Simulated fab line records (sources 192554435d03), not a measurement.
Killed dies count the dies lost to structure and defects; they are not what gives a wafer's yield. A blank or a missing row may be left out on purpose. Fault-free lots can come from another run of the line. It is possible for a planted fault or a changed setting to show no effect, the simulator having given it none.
fab line records | flow n5Finfet | part 1 of 2: steps 1 to 26 of 37
record: lots: 5 | wafers: 15 | lastDay: 16
route steps=1938 shown BEOL_M10@1516 BEOL_M11@1536
lots untouched by any fault: they come from a run of this same line in which no faults occurred
startH: start of the lot's first displayed wafer, in hours after the record's first day | waitH: hours from the lot's prior step to this one | " unchanged from the row above | L1.1+2: a row that stands for several wafers | - value missing, or start not given | * or withheld: withheld | < > ~ a bound
route shown NAME@n: a module of which the file shows steps, and the number in the route of the first | usual: mean/standard deviation of fault-free wafers | same: alike in all rows | chamber/n: place in a boat | sites: per-site readings | _std_site: the standard deviation of these | _edge_site: inner sites' mean taken away from outer sites' mean | radiusMm: how far each site lies from the wafer's centre | mask NAME#n: copy n | behind: the last tool/chamber to shape the wafer | hold: what put the lot on hold/how long, in hours/how the hold closed | device: names the non-switching transistor (n, p or np) | end of line: tests run on the same wafers once the route is complete | where a step has no rows: the recipe by itself | killed: at the first sort, the dies lost to defects and structure; wafer yield is something else | map: dies across one wafer; x = killed, . = not, _ = none there
set.NAME: the run value of the setting; set.NAME@STEP: its run value at that earlier step | model.NAME: the simulator's own value behind a step, which no gauge read
a table for each step, a row for each wafer; lots at some steps of the route
services: the hour from which a tool's chamber was out of use, counted from the record's first day as startH (under 0 if before that day), plus the number of hours and why
== steps ==
step: N5_BEOL_M10_HM_STRIP_39
recipe: chemistry: peroxideTinStrip | material: TiN | targetDepthA: 250 | tempC: 50 | timeS: 158
lot.wafer  | tool        | chamber | startH | waitH
L074.1+4+6 | wetBench-03 | 5,3,1   | 211.12 | 0.0
L081.1+4+5 | wetBench-04 | 4,7,6   | 262.50 | 0.0
L085.1+5+6 | wetBench-04 | 6,2,0   | 293.24 | 0.0
L087.1+2+5 | wetBench-03 | 0,5,7   | 297.36 | 0.0
L092.1+2+3 | wetBench-04 | 0,7,4   | 327.36 | 0.0
step: N5_BEOL_M10_SRD_40
recipe: timeS: 30 | tempC: 23 | rinseLiquid: diw | dry: ipaMarangoni
lot.wafer  | tool        | chamber | startH | waitH
L074.1+4+6 | wetBench-03 | 5,3,1   | 211.17 | 0.0
L081.1+4+5 | wetBench-04 | 4,7,6   | 262.55 | 0.0
L085.1+5+6 | wetBench-04 | 6,2,0   | 293.28 | 0.0
L087.1+2+5 | wetBench-03 | 0,5,7   | 297.40 | 0.0
L092.1+2+3 | wetBench-04 | 0,7,4   | 327.40 | 0.0
step: N5_BEOL_M10_PRECLEAN_42
recipe: chemistry: residueRemover | timeS: 60 | tempC: 40
lot.wafer  | tool        | chamber | startH | waitH
L074.1+4+6 | wetBench-03 | 5,3,1   | 211.19 | 0.0
L081.1+4+5 | wetBench-04 | 4,7,6   | 262.56 | 0.0
L085.1+5+6 | wetBench-04 | 6,2,0   | 293.30 | 0.0
L087.1+2+5 | wetBench-03 | 0,5,7   | 297.42 | 0.0
L092.1+2+3 | wetBench-04 | 0,7,4   | 327.42 | 0.0
step: N5_BEOL_M10_SRD_43
recipe: timeS: 30 | tempC: 23 | rinseLiquid: diw | dry: ipaMarangoni
lot.wafer  | tool        | chamber | startH | waitH
L074.1+4+6 | wetBench-03 | 5,3,1   | 211.21 | 0.0
L081.1+4+5 | wetBench-04 | 4,7,6   | 262.58 | 0.0
L085.1+5+6 | wetBench-04 | 6,2,0   | 293.32 | 0.0
L087.1+2+5 | wetBench-03 | 0,5,7   | 297.44 | 0.0
L092.1+2+3 | wetBench-04 | 0,7,4   | 327.44 | 0.0
step: N5_BEOL_M10_CD_MEAS_35
recipe: targetCdNm: 70 | polarity: opening
usual: cdNm: 70.5/0.93
lot.wafer | tool     | chamber | startH | waitH | cdNm
L074.1    | cdSem-02 | -       | 211.25 | 0.0   | 69.5
L074.4    | "        | -       | "      | "     | 71.6
L074.6    | "        | -       | "      | "     | 70.2
L081.1    | cdSem-01 | -       | 262.63 | 0.0   | 72.0
L081.4    | "        | -       | "      | "     | 70.6
L081.5    | "        | -       | "      | "     | 71.4
L085.1    | cdSem-03 | -       | 293.36 | 0.0   | 70.7
L085.5    | "        | -       | "      | "     | 70.1
L085.6    | "        | -       | "      | "     | 70.6
L087.1    | cdSem-02 | -       | 297.48 | 0.0   | 69.9
L087.2    | "        | -       | "      | "     | 70.0
L087.5    | "        | -       | "      | "     | 69.2
L092.1    | cdSem-02 | -       | 327.48 | 0.0   | 69.1
L092.2    | "        | -       | "      | "     | 70.4
L092.3    | "        | -       | "      | "     | 69.8
step: N5_BEOL_M10_CURE_72
recipe: tempC: 370 | timeS: 120 | ambient: DMADMS/He | material: SiCOH_lowk
usual: lampPowerPct: 52.32/0.055 | wafer_temp_C_max: 371.6/0.59
lot.wafer | tool      | chamber | startH | waitH | lampPowerPct | wafer_temp_C_max
L074.1    | uvCure-03 | 1       | 211.29 | 0.0   | 52.32        | 371.0
L074.4    | "         | 1       | "      | "     | 52.37        | 370.8
L074.6    | "         | 1       | "      | "     | 52.29        | 370.9
L081.1    | uvCure-02 | 1       | 262.87 | 0.2   | 52.33        | 372.9
L081.4    | "         | 1       | "      | "     | 52.28        | 372.1
L081.5    | "         | 1       | "      | "     | 52.21        | 372.0
L085.1    | uvCure-03 | 2       | 293.40 | 0.0   | 52.30        | 372.0
L085.5    | "         | 2       | "      | "     | 52.44        | 372.0
L085.6    | "         | 2       | "      | "     | 52.34        | 371.7
L087.1    | uvCure-02 | 0       | 297.52 | 0.0   | 52.31        | 370.9
L087.2    | "         | 0       | "      | "     | 52.26        | 371.1
L087.5    | "         | 0       | "      | "     | 52.31        | 371.3
L092.1    | uvCure-03 | 0       | 327.52 | 0.0   | 52.34        | 372.0
L092.2    | "         | 0       | "      | "     | 52.30        | 372.4
L092.3    | "         | 0       | "      | "     | 52.32        | 372.8
step: N5_BEOL_M10_DEGAS_44
recipe: ambient: vacuum | tempC: 250 | timeS: 60
usual: heaterPowerW: 325/20
lot.wafer | tool          | chamber | startH | waitH | heaterPowerW
L074.1    | pvdSputter-03 | -       | 211.71 | 0.4   | 337
L074.4    | "             | -       | "      | "     | 322
L074.6    | "             | -       | "      | "     | 290
L081.1    | pvdSputter-03 | -       | 263.46 | 0.5   | 343
L081.4    | "             | -       | "      | "     | 333
L081.5    | "             | -       | "      | "     | 313
L085.1    | pvdSputter-02 | -       | 293.81 | 0.4   | 330
L085.5    | "             | -       | "      | "     | 320
L085.6    | "             | -       | "      | "     | 307
L087.1    | pvdSputter-01 | -       | 297.84 | 0.3   | 337
L087.2    | "             | -       | "      | "     | 378
L087.5    | "             | -       | "      | "     | 313
L092.1    | pvdSputter-02 | -       | 327.91 | 0.3   | 335
L092.2    | "             | -       | "      | "     | 316
L092.3    | "             | -       | "      | "     | 331
step: N5_BEOL_M10_PRE_CLEAN_45
recipe: gas: H2/He | timeS: 30 | tempC: 250
usual: heaterPowerW: 326/20
lot.wafer | tool          | chamber | startH | waitH | heaterPowerW
L074.1    | pvdSputter-03 | -       | 211.75 | 0.0   | 331
L074.4    | "             | -       | "      | "     | 327
L074.6    | "             | -       | "      | "     | 290
L081.1    | pvdSputter-03 | -       | 263.50 | 0.0   | 330
L081.4    | "             | -       | "      | "     | 333
L081.5    | "             | -       | "      | "     | 313
L085.1    | pvdSputter-02 | -       | 293.85 | 0.0   | 333
L085.5    | "             | -       | "      | "     | 325
L085.6    | "             | -       | "      | "     | 317
L087.1    | pvdSputter-01 | -       | 297.88 | 0.0   | 340
L087.2    | "             | -       | "      | "     | 381
L087.5    | "             | -       | "      | "     | 312
L092.1    | pvdSputter-02 | -       | 327.95 | 0.0   | 327
L092.2    | "             | -       | "      | "     | 315
L092.3    | "             | -       | "      | "     | 325
step: N5_BEOL_M10_ALD_74
recipe: material: TaN | targetThkA: 20 | tempC: 275 | aldPrecursorFamily: PDMAT | aldCoReactant: NH3 | pressureTorr: 3 | carrierFlowSccm: 1500 | pulseTimeS: 2 | purgeTimeS: 3 | coReactantPurgeTimeS: 2 | coReactantPulseTimeS: 3 | aldCycles: 40 | precursorVesselTempC: 75 | precursorVesselPressureTorr: 26.25 | precursorVesselCarrierSccm: 1000
usual: heaterPowerW: 424/40 | precursorVesselTempC: 75.01/0.12
lot.wafer | tool        | chamber | startH | waitH | heaterPowerW | precursorVesselTempC
L074.1    | aldMetal-02 | 2       | 211.86 | 0.1   | 514          | 75.08
L074.4    | "           | 0       | "      | "     | 346          | 74.90
L074.6    | "           | 1       | "      | "     | 471          | 75.04
L081.1    | aldMetal-04 | 0       | 263.61 | 0.1   | 425          | 74.80
L081.4    | "           | 2       | "      | "     | 391          | 75.07
L081.5    | "           | 1       | "      | "     | 426          | 75.21
L085.1    | aldMetal-01 | 2       | 294.14 | 0.3   | 437          | 75.09
L085.5    | "           | 1       | "      | "     | 444          | 74.87
L085.6    | "           | 0       | "      | "     | 424          | 74.98
L087.1    | aldMetal-04 | 3       | 297.94 | 0.0   | 434          | 75.00
L087.2    | "           | 1       | "      | "     | 437          | 75.03
L087.5    | "           | 2       | "      | "     | 396          | 75.01
L092.1    | aldMetal-01 | 2       | 328.01 | 0.0   | 431          | 74.92
L092.2    | "           | 3       | "      | "     | 435          | 75.08
L092.3    | "           | 1       | "      | "     | 443          | 74.87
step: N5_BEOL_M10_SURFACE_TREAT_76
recipe: gas: Ar | timeS: * | ionEnergyEv: * | ionCurrentMaCm2: 0.5 | pressureMtorr: * | arFlowSccm: 30
usual: throttleValvePct: *
lot.wafer | tool          | chamber | startH | waitH | throttleValvePct
L074.1    | pvdSputter-01 | -       | 212.25 | 0.3   | *
L074.4    | "             | -       | "      | "     | *
L074.6    | "             | -       | "      | "     | *
L081.1    | pvdSputter-03 | -       | 263.90 | 0.2   | *
L081.4    | "             | -       | "      | "     | *
L081.5    | "             | -       | "      | "     | *
L085.1    | pvdSputter-02 | -       | 294.55 | 0.3   | *
L085.5    | "             | -       | "      | "     | *
L085.6    | "             | -       | "      | "     | *
L087.1    | pvdSputter-01 | -       | 298.25 | 0.2   | *
L087.2    | "             | -       | "      | "     | *
L087.5    | "             | -       | "      | "     | *
L092.1    | pvdSputter-03 | -       | 328.39 | 0.2   | *
L092.2    | "             | -       | "      | "     | *
L092.3    | "             | -       | "      | "     | *
step: N5_BEOL_M10_CVD_75
recipe: material: Co | targetThkA: 20 | tempC: withheld | precursor: CCTBA/H2 | pressureTorr: 30 | timeS: 138.9
lot.wafer  | tool     | chamber | startH | waitH
L074.1+4+6 | cvdCo-01 | 1,0,2   | 212.31 | 0.0
L081.1+4+5 | cvdCo-01 | 0,1,2   | 263.97 | 0.0
L085.1+5+6 | cvdCo-02 | 1,2,0   | 294.61 | 0.0
L087.1+2+5 | cvdCo-01 | 0,2,2   | 298.31 | 0.0
L092.1+2+3 | cvdCo-01 | 0,2,1   | 328.58 | 0.2
step: N5_BEOL_M10_SPUTTER_48
recipe: material: Cu | targetThkA: 120 | tempC: -20 | biasV: 60 | powerW: 26000 | chamberPressurePa: 0.13 | timeS: 2
usual: biasV: 60.1/0.62 | throttleValvePct: 30.2/0.88
lot.wafer | tool          | chamber | startH | waitH | biasV | throttleValvePct
L074.1    | pvdSputter-03 | -       | 212.45 | 0.1   | 59.7  | 30.3
L074.4    | "             | -       | "      | "     | 59.9  | 30.1
L074.6    | "             | -       | "      | "     | 60.2  | 30.4
L081.1    | pvdSputter-01 | -       | 264.10 | 0.1   | 59.6  | 31.4
L081.4    | "             | -       | "      | "     | 60.8  | 29.2
L081.5    | "             | -       | "      | "     | 58.8  | 31.3
L085.1    | pvdSputter-01 | -       | 294.94 | 0.3   | 60.4  | 31.2
L085.5    | "             | -       | "      | "     | 59.2  | 29.3
L085.6    | "             | -       | "      | "     | 61.2  | 27.9
L087.1    | pvdSputter-02 | -       | 298.43 | 0.1   | 60.2  | 30.5
L087.2    | "             | -       | "      | "     | 59.7  | 29.7
L087.5    | "             | -       | "      | "     | 59.9  | 30.3
L092.1    | pvdSputter-02 | -       | 328.93 | 0.3   | 61.0  | 30.2
L092.2    | "             | -       | "      | "     | 59.1  | 30.6
L092.3    | "             | -       | "      | "     | 60.3  | 29.9
step: N5_BEOL_M10_ECD_50
recipe: material: Cu | targetThkA: 3180
lot.wafer  | tool     | chamber | startH | waitH
L074.1+4+6 | ecdCu-02 | 0,0,1   | 212.56 | 0.1
L081.1+4+5 | ecdCu-01 | 1,0,0   | 264.23 | 0.1
L085.1+5+6 | ecdCu-01 | 0,1,0   | 295.06 | 0.1
L087.1+2+5 | ecdCu-02 | 1,0,0   | 298.55 | 0.1
L092.1+2+3 | ecdCu-02 | 0,1,0   | 329.04 | 0.1
step: N5_BEOL_M10_ANNEAL_51
recipe: tempC: 225 | timeS: 90 | ambient: N2
usual: wafer_temp_C_max: 225.8/0.36
lot.wafer | tool         | chamber | startH | waitH | wafer_temp_C_max
L074.1    | rtpAnneal-01 | 0       | 212.77 | 0.2   | 225.6
L074.4    | "            | 0       | "      | "     | 225.6
L074.6    | "            | 0       | "      | "     | 225.5
L081.1    | rtpAnneal-01 | 0       | 264.69 | 0.4   | 225.4
L081.4    | "            | 0       | "      | "     | 225.3
L081.5    | "            | 0       | "      | "     | 225.2
L085.1    | rtpAnneal-01 | 0       | 295.38 | 0.3   | 225.5
L085.5    | "            | 0       | "      | "     | 225.3
L085.6    | "            | 0       | "      | "     | 225.1
L087.1    | rtpAnneal-01 | 0       | 299.27 | 0.7   | 225.4
L087.2    | "            | 0       | "      | "     | 225.7
L087.5    | "            | 0       | "      | "     | 225.9
L092.1    | rtpAnneal-02 | 0       | 329.39 | 0.3   | 226.2
L092.2    | "            | 0       | "      | "     | 225.7
L092.3    | "            | 0       | "      | "     | 225.5
step: N5_BEOL_M10_CMP_52
recipe: stopOn: SiCOH_lowk | tOverpolishS: 7 | downForcePsi: 1 | platenRpm: 50 | clearingPlatenDownForcePsi: 1.5 | clearingPlatenRpm: 50 | postCmpClean: cuAlkaline | targetThkNm: 140 | clearingPlatenPadVelocityMS: 0.99484 | padVelocityMS: 0.99484
usual: barrierFieldEndpointS: 28.9/0.85 | motorCurrentA: 5.9/0.6 | overpolishRunS: 7.000/0.0087 | slurryFlowMlMin: 150.0/0.46 | timeToEndpointS: 66/4.7
lot.wafer | tool   | chamber | startH | waitH | barrierFieldEndpointS | motorCurrentA | overpolishRunS | slurryFlowMlMin | timeToEndpointS
L074.4    | cmp-01 | 3       | 213.08 | 0.1   | 28.7                  | 6.2           | 6.984          | 150.0           | 58
L074.1    | "      | 2       | "      | "     | 28.5                  | 7.4           | 7.009          | 150.2           | 60
L074.6    | "      | 0       | "      | "     | 28.4                  | 5.2           | 6.999          | 150.0           | 59
L081.4    | cmp-03 | 3       | 264.99 | 0.1   | 28.3                  | 5.6           | 6.996          | 149.6           | 67
L081.1    | "      | 2       | "      | "     | 30.0                  | 6.2           | 6.999          | 150.3           | 79
L081.5    | "      | 0       | "      | "     | 30.2                  | 6.1           | 6.989          | 150.0           | 74
L085.1    | cmp-04 | 0       | 295.72 | 0.3   | 28.2                  | 5.7           | 6.989          | 150.5           | 61
L085.6    | "      | 3       | "      | "     | 28.8                  | 6.1           | 7.002          | 149.6           | 61
L085.5    | "      | 0       | "      | "     | 28.5                  | 6.2           | 6.993          | 150.1           | 65
L087.2    | cmp-03 | 1       | 299.61 | 0.3   | 29.0                  | 5.2           | 6.996          | 149.6           | 65
L087.1    | "      | 2       | "      | "     | 30.9                  | 6.1           | 6.995          | 150.0           | 73
L087.5    | "      | 1       | "      | "     | 29.0                  | 5.3           | 7.005          | 149.6           | 67
L092.2    | cmp-03 | 1       | 329.73 | 0.2   | 28.4                  | 5.2           | 6.996          | 149.4           | 65
L092.3    | "      | 2       | "      | "     | 29.3                  | 5.9           | 7.003          | 149.3           | 69
L092.1    | "      | 3       | "      | "     | 27.3                  | 5.7           | 7.000          | 149.6           | 62
step: N5_BEOL_M10_THK_MEAS_53
recipe: thkMeasGauge: xrf | reads: Cu_of_BEOL_M10_ECD_50
usual: M10_THK: 137/3.9
lot.wafer | tool         | chamber | startH | waitH | M10_THK[nm]
L074.1    | filmMetro-02 | -       | 213.37 | -     | 133
L074.4    | "            | -       | "      | "     | 134
L074.6    | "            | -       | "      | "     | 128
L081.1    | filmMetro-02 | -       | 265.29 | -     | 136
L081.4    | "            | -       | "      | "     | 135
L081.5    | "            | -       | "      | "     | 140
L085.1    | filmMetro-01 | -       | 295.98 | -     | 136
L085.5    | "            | -       | "      | "     | 143
L085.6    | "            | -       | "      | "     | 138
L087.1    | filmMetro-01 | -       | 299.87 | -     | 141
L087.2    | "            | -       | "      | "     | 135
L087.5    | "            | -       | "      | "     | 135
L092.1    | filmMetro-02 | -       | 329.98 | -     | 135
L092.2    | "            | -       | "      | "     | 142
L092.3    | "            | -       | "      | "     | 140
step: N5_BEOL_M10_PRE_CLEAN_55
recipe: gas: NH3 | timeS: 15 | tempC: withheld | rfPowerW: 300
lot.wafer  | tool     | chamber | startH | waitH
L074.1+4+6 | pecvd-04 | 0       | 213.41 | 0.0
L081.1+4+5 | pecvd-02 | 2,1,2   | 265.32 | 0.0
L085.1+5+6 | pecvd-03 | 2,1,2   | 296.01 | 0.0
L087.1+2+5 | pecvd-03 | 1,2,2   | 299.91 | 0.0
L092.1+2+3 | pecvd-03 | 0,2,1   | 330.02 | 0.0
step: N5_BEOL_M10_DEP_56
recipe: material: SiCN | targetThkA: 150 | tempC: withheld | precursor: 3MS/NH3 | pressureTorr: 3 | rfW: 202 | timeS: 26.5
usual: showerheadPlenumPTorr: 3.671/0.015 | throttleValvePct: 9.3/0.82
lot.wafer | tool     | chamber | startH | waitH | showerheadPlenumPTorr | throttleValvePct
L074.1    | pecvd-04 | 0       | 213.45 | 0.0   | 3.647                 | 9.0
L074.4    | "        | 0       | "      | "     | 3.656                 | 8.9
L074.6    | "        | 0       | "      | "     | 3.646                 | 8.7
L081.1    | pecvd-02 | 2       | 265.35 | 0.0   | 3.686                 | 8.9
L081.4    | "        | 1       | "      | "     | 3.648                 | 9.5
L081.5    | "        | 2       | "      | "     | 3.668                 | 8.9
L085.1    | pecvd-03 | 2       | 296.04 | 0.0   | 3.674                 | 7.9
L085.5    | "        | 1       | "      | "     | 3.665                 | 8.9
L085.6    | "        | 2       | "      | "     | 3.680                 | 8.0
L087.1    | pecvd-03 | 1       | 299.93 | 0.0   | 3.679                 | 9.0
L087.2    | "        | 2       | "      | "     | 3.685                 | 8.0
L087.5    | "        | 2       | "      | "     | 3.679                 | 7.9
L092.1    | pecvd-03 | 0       | 330.04 | 0.0   | 3.667                 | 10.8
L092.2    | "        | 2       | "      | "     | 3.673                 | 8.1
L092.3    | "        | 1       | "      | "     | 3.665                 | 9.1
step: N5_BEOL_M10_RS_MEAS_57
recipe: thkMeasGauge: four-point-probe | reads: Cu_of_BEOL_M10_ECD_50+Co_of_BEOL_M10_CVD_75+TaN_of_BEOL_M10_ALD_74
usual: M10_RS: 0.152/0.0047
lot.wafer | tool         | chamber | startH | waitH | M10_RS[ohm/sq]
L074.1    | filmMetro-02 | -       | 213.54 | 0.1   | 0.156
L074.4    | "            | -       | "      | "     | 0.154
L074.6    | "            | -       | "      | "     | 0.163
L081.1    | filmMetro-02 | -       | 265.42 | 0.1   | 0.153
L081.4    | "            | -       | "      | "     | 0.155
L081.5    | "            | -       | "      | "     | 0.149
L085.1    | filmMetro-02 | -       | 296.11 | 0.1   | 0.153
L085.5    | "            | -       | "      | "     | 0.146
L085.6    | "            | -       | "      | "     | 0.151
L087.1    | filmMetro-02 | -       | 300.01 | 0.1   | 0.146
L087.2    | "            | -       | "      | "     | 0.155
L087.5    | "            | -       | "      | "     | 0.154
L092.1    | filmMetro-01 | -       | 330.12 | 0.1   | 0.157
L092.2    | "            | -       | "      | "     | 0.148
L092.3    | "            | -       | "      | "     | 0.150
step: N5_BEOL_M10_INSPECT_58
recipe: inspectInstrument: darkfield | mode: postDep
usual: rawDefectCount: 69/22
lot.wafer | tool             | chamber | startH | waitH | rawDefectCount
L074.1    | defectInspect-02 | -       | 213.57 | 0.0   | 54
L074.4    | "                | -       | "      | "     | 61
L074.6    | "                | -       | "      | "     | 46
L081.1    | defectInspect-02 | -       | 265.45 | 0.0   | 59
L081.4    | "                | -       | "      | "     | 73
L081.5    | "                | -       | "      | "     | 90
L085.1    | defectInspect-01 | -       | 296.14 | 0.0   | 74
L085.5    | "                | -       | "      | "     | 71
L085.6    | "                | -       | "      | "     | 61
L087.1    | defectInspect-01 | -       | 300.04 | 0.0   | 62
L087.2    | "                | -       | "      | "     | 85
L087.5    | "                | -       | "      | "     | 113
L092.1    | defectInspect-01 | -       | 330.14 | 0.0   | 47
L092.2    | "                | -       | "      | "     | 79
L092.3    | "                | -       | "      | "     | 73
step: N5_BEOL_M11_ILD_DEP_00
recipe: material: SiCOH_lowk | targetThkA: 3085.1 | tempC: 300 | precursor: DEMS/porogen | pressureTorr: 5 | rfW: 500 | timeS: 58
usual: heaterPowerW: 310/33 | showerheadPlenumPTorr: 5.744/0.019 | throttleValvePct: 14.3/0.96
lot.wafer | tool     | chamber | startH | waitH | heaterPowerW | showerheadPlenumPTorr | throttleValvePct
L074.1    | pecvd-01 | 2       | 213.60 | 0.0   | 326          | 5.754                 | 13.2
L074.4    | "        | 0       | "      | "     | 285          | 5.735                 | 14.8
L074.6    | "        | 1       | "      | "     | 285          | 5.718                 | 14.2
L081.1    | pecvd-01 | 0       | 265.48 | 0.0   | 277          | 5.725                 | 14.9
L081.4    | "        | 0       | "      | "     | 284          | 5.720                 | 15.0
L081.5    | "        | 1       | "      | "     | 286          | 5.729                 | 14.2
L085.1    | pecvd-01 | 0       | 296.17 | 0.0   | 322          | 5.727                 | 14.9
L085.5    | "        | 2       | "      | "     | 301          | 5.752                 | 13.2
L085.6    | "        | 1       | "      | "     | 339          | 5.730                 | 14.3
L087.1    | pecvd-02 | 2       | 300.08 | 0.0   | 348          | 5.758                 | 13.7
L087.2    | "        | 1       | "      | "     | 343          | 5.722                 | 14.7
L087.5    | "        | 0       | "      | "     | 255          | 5.763                 | 15.6
L092.1    | pecvd-01 | 0       | 330.18 | 0.0   | 322          | 5.719                 | 14.9
L092.2    | "        | 2       | "      | "     | 273          | 5.763                 | 13.2
L092.3    | "        | 1       | "      | "     | 359          | 5.738                 | 14.1
step: N5_BEOL_M11_CURE_71
recipe: tempC: 385 | timeS: 240 | ambient: He/Ar | material: SiCOH_lowk
usual: lampPowerPct: 52.31/0.056 | wafer_temp_C_max: 386.8/0.52
lot.wafer | tool      | chamber | startH | waitH | lampPowerPct | wafer_temp_C_max
L074.1    | uvCure-03 | 1       | 213.68 | 0.0   | 52.38        | 386.7
L074.4    | "         | 1       | "      | "     | 52.32        | 385.9
L074.6    | "         | 1       | "      | "     | 52.27        | 386.0
L081.1    | uvCure-03 | 0       | 265.56 | 0.0   | 52.31        | 386.9
L081.4    | "         | 0       | "      | "     | 52.27        | 387.3
L081.5    | "         | 0       | "      | "     | 52.26        | 386.6
L085.1    | uvCure-01 | 1       | 296.25 | 0.0   | 52.34        | 386.5
L085.5    | "         | 1       | "      | "     | 52.22        | 387.0
L085.6    | "         | 1       | "      | "     | 52.42        | 387.0
L087.1    | uvCure-03 | 2       | 300.16 | 0.0   | 52.25        | 387.5
L087.2    | "         | 2       | "      | "     | 52.28        | 386.7
L087.5    | "         | 2       | "      | "     | 52.33        | 387.1
L092.1    | uvCure-01 | 0       | 330.45 | 0.2   | 52.32        | 387.1
L092.2    | "         | 0       | "      | "     | 52.32        | 386.4
L092.3    | "         | 0       | "      | "     | 52.28        | 387.3
step: N5_BEOL_M11_THK_MEAS_01
recipe: reads: SiCOH_lowk_of_BEOL_M11_ILD_DEP_00
usual: M11_ILD_THK: 269/3.7
lot.wafer | tool         | chamber | startH | waitH | M11_ILD_THK[nm]
L074.1    | filmMetro-01 | -       | 214.19 | 0.4   | 266
L074.4    | "            | -       | "      | "     | 266
L074.6    | "            | -       | "      | "     | 267
L081.1    | filmMetro-01 | -       | 266.07 | 0.4   | 272
L081.4    | "            | -       | "      | "     | 275
L081.5    | "            | -       | "      | "     | 275
L085.1    | filmMetro-02 | -       | 296.77 | 0.4   | 266
L085.5    | "            | -       | "      | "     | 271
L085.6    | "            | -       | "      | "     | 274
L087.1    | filmMetro-02 | -       | 300.67 | 0.4   | 268
L087.2    | "            | -       | "      | "     | 269
L087.5    | "            | -       | "      | "     | 276
L092.1    | filmMetro-01 | -       | 330.96 | 0.4   | 268
L092.2    | "            | -       | "      | "     | 268
L092.3    | "            | -       | "      | "     | 269
step: N5_BEOL_M11_PECVD_70
recipe: material: SiO2 | targetThkA: 200 | tempC: 400 | precursor: TEOS/O2 | pressureTorr: 5.5 | rfW: 450 | teosFlowSccm: 53.8 | gas: O2 | flowSccm: 3000 | timeS: 22.7
usual: heaterPowerW: 692/61 | showerheadPlenumPTorr: 8.80/0.072 | throttleValvePct: 23.0/1.8
lot.wafer | tool     | chamber | startH | waitH | heaterPowerW | showerheadPlenumPTorr | throttleValvePct
L074.1    | pecvd-01 | 2       | 214.23 | 0.0   | 721          | 8.86                  | 21.3
L074.4    | "        | 1       | "      | "     | 761          | 8.72                  | 22.7
L074.6    | "        | 0       | "      | "     | 730          | 8.72                  | 24.0
L081.1    | pecvd-01 | 1       | 266.11 | 0.0   | 797          | 8.72                  | 22.8
L081.4    | "        | 0       | "      | "     | 751          | 8.73                  | 24.0
L081.5    | "        | 1       | "      | "     | 794          | 8.71                  | 23.1
L085.1    | pecvd-03 | 0       | 296.80 | 0.0   | 681          | 8.81                  | 25.9
L085.5    | "        | 0       | "      | "     | 653          | 8.78                  | 25.8
L085.6    | "        | 2       | "      | "     | 665          | 8.84                  | 19.4
L087.1    | pecvd-02 | 0       | 300.71 | 0.0   | 681          | 8.93                  | 25.1
L087.2    | "        | 1       | "      | "     | 763          | 8.71                  | 24.4
L087.5    | "        | 0       | "      | "     | 659          | 8.96                  | 25.1
L092.1    | pecvd-02 | 2       | 331.00 | 0.0   | 733          | 8.85                  | 22.1
L092.2    | "        | 1       | "      | "     | 654          | 8.71                  | 24.0
L092.3    | "        | 0       | "      | "     | 643          | 8.94                  | 25.4
step: N5_BEOL_M11_HM_DEP_02
recipe: material: TiN | targetThkA: 200 | tempC: 25 | chamberPressurePa: 0.49996
usual: throttleValvePct: 30.4/0.68
lot.wafer | tool          | chamber | startH | waitH | throttleValvePct
L074.1    | pvdSputter-01 | -       | 214.93 | 0.7   | 31.7
L074.4    | "             | -       | "      | "     | 28.0
L074.6    | "             | -       | "      | "     | 29.3
L081.1    | pvdSputter-02 | -       | 267.91 | 1.8   | 30.4
L081.4    | "             | -       | "      | "     | 29.5
L081.5    | "             | -       | "      | "     | 30.7
L085.1    | pvdSputter-02 | -       | 297.65 | 0.8   | 29.7
L085.5    | "             | -       | "      | "     | 30.3
L085.6    | "             | -       | "      | "     | 30.0
L087.1    | pvdSputter-03 | -       | 301.20 | 0.5   | 30.6
L087.2    | "             | -       | "      | "     | 30.3
L087.5    | "             | -       | "      | "     | 30.3
L092.1    | pvdSputter-02 | -       | 332.65 | 1.6   | 30.5
L092.2    | "             | -       | "      | "     | 29.8
L092.3    | "             | -       | "      | "     | 30.3
step: N5_BEOL_M11_COAT_59
recipe: resist: SOC | tempC: 250 | timeS: 60 | spinRpm: 1500 | resistThkNm: 100
usual: plateTempC: 250.01/0.17
lot.wafer | tool          | chamber | startH | waitH | plateTempC
L074.1    | lithoTrack-03 | 0       | 215.07 | 0.1   | 249.96
L074.4    | "             | 0       | "      | "     | 250.15
L074.6    | "             | 0       | "      | "     | 250.13
L081.1    | lithoTrack-03 | 0       | 268.04 | 0.1   | 249.93
L081.4    | "             | 0       | "      | "     | 249.70
L081.5    | "             | 0       | "      | "     | 249.72
L085.1    | lithoTrack-02 | 0       | 297.78 | 0.1   | 250.21
L085.5    | "             | 0       | "      | "     | 250.05
L085.6    | "             | 0       | "      | "     | 250.16
L087.1    | lithoTrack-02 | 0       | 301.32 | 0.1   | 249.92
L087.2    | "             | 0       | "      | "     | 250.02
L087.5    | "             | 0       | "      | "     | 249.97
L092.1    | lithoTrack-02 | 0       | 332.77 | 0.1   | 250.05
L092.2    | "             | 0       | "      | "     | 250.21
L092.3    | "             | 0       | "      | "     | 249.94
